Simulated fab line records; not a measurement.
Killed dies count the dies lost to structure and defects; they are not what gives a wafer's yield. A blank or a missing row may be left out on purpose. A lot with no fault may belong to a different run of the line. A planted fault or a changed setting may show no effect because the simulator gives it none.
Chamber matching :: flow n5 finfet :: cmp-01 running N5_HKMG_FIN_CMP_94: 4 sister chambers
The step polishes, stops on SiNx, t overpolish 4.7 s, target thk 43.299 nm. 4 wafers are shown with their chamber, then 7 later ones without.

== WAFERS WITH THEIR CHAMBER ==
wafer: L083.2
chamber: 1
motor current A (A): 11.9

wafer: L083.5
chamber: 2
motor current A (A): 12.0

wafer: L084.1
chamber: 3
motor current A (A): 13.1

wafer: L084.5
chamber: 0
motor current A (A): 10.5

== WAFERS MISSING THEIR CHAMBER ==
wafer: L084.6
motor current A (A): 13.1

wafer: L085.2
motor current A (A): 11.6

wafer: L085.4
motor current A (A): 13.3

wafer: L085.6
motor current A (A): 11.7

wafer: L093.1
motor current A (A): 10.2

wafer: L093.2
motor current A (A): 11.6

wafer: L093.3
motor current A (A): 11.4

== THE CHAMBER EACH PASSED THROUGH ==
wafer: L084.6
from the rows above: 3
in truth: 3

wafer: L085.2
from the rows above: can't be placed: 1 or 2
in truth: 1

wafer: L085.4
from the rows above: 3
in truth: 3

wafer: L085.6
from the rows above: can't be placed: 1 or 2
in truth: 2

wafer: L093.1
from the rows above: 0
in truth: 0

wafer: L093.2
from the rows above: can't be placed: 1 or 2
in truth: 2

wafer: L093.3
from the rows above: can't be placed: 1 or 2 or 0
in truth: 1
Correct placement for 3 of the 7. From these rows, 4 cannot be placed; in 4 the true chamber is one of the candidates. Number placed wrongly: 0.
How it was worked out, from the rows above alone: a wafer's distance from a chamber is the root of the sum, over the readings, of the square of ((its reading less the chamber's mean) divided by the reading's scatter). The wafer belongs to the nearest chamber; if the next one is less than 2 further off, it can't be placed. For every chamber, the mean is computed from those of its wafers that are shown. The scatter (one wafer shown for each chamber): square how far every hidden wafer sits from the nearest shown wafer, average those squares and take the square root.
